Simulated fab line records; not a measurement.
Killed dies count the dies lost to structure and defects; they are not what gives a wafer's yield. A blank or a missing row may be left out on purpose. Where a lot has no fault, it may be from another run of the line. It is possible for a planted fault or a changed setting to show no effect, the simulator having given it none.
Chamber matching | flow n5_finfet | N5_BEOL_M15_VIA_ETCH_16 on rie_diel-01: 4 sister chambers
The step etches SiO2 in C4F8/O2/Ar, target depth 1792.2 nm. 4 wafers are shown with their chamber, then 7 later ones without.

WAFERS WITH THEIR CHAMBER
wafer  | chamber | rf_vpp_V (V)
L123.4 | 1       | 2241
L125.1 | 0       | 2222
L131.1 | 3       | 2178
L131.3 | 2       | 2245

WAFERS WITHOUT THEIR CHAMBER
wafer  | rf_vpp_V (V)
L131.5 | 2221
L136.1 | 2179
L136.2 | 2245
L136.3 | 2221
L135.1 | 2244
L135.3 | 2245
L135.5 | 2244

WHICH CHAMBER EACH ONE RAN IN
wafer  | from the rows above | in truth
L131.5 | 0                   | 0
L136.1 | 3                   | 3
L136.2 | 2                   | 2
L136.3 | 0                   | 0
L135.1 | 2                   | 2
L135.3 | 2                   | 2
L135.5 | 2                   | 2
7 of 7 placed correctly. Number that these rows cannot place: 0. Placed wrongly: 0.
How it was worked out, from the rows above alone: a wafer's distance from a chamber is the root of the sum, over the readings, of the square of ((its reading less the chamber's mean) divided by the reading's scatter). The wafer belongs to the nearest chamber; if the next one is less than 2 further off, it can't be placed. Each chamber's mean is taken over the wafers shown for it. The scatter: root of mean squared gap, hidden wafer to nearest shown wafer, with one shown wafer a chamber.
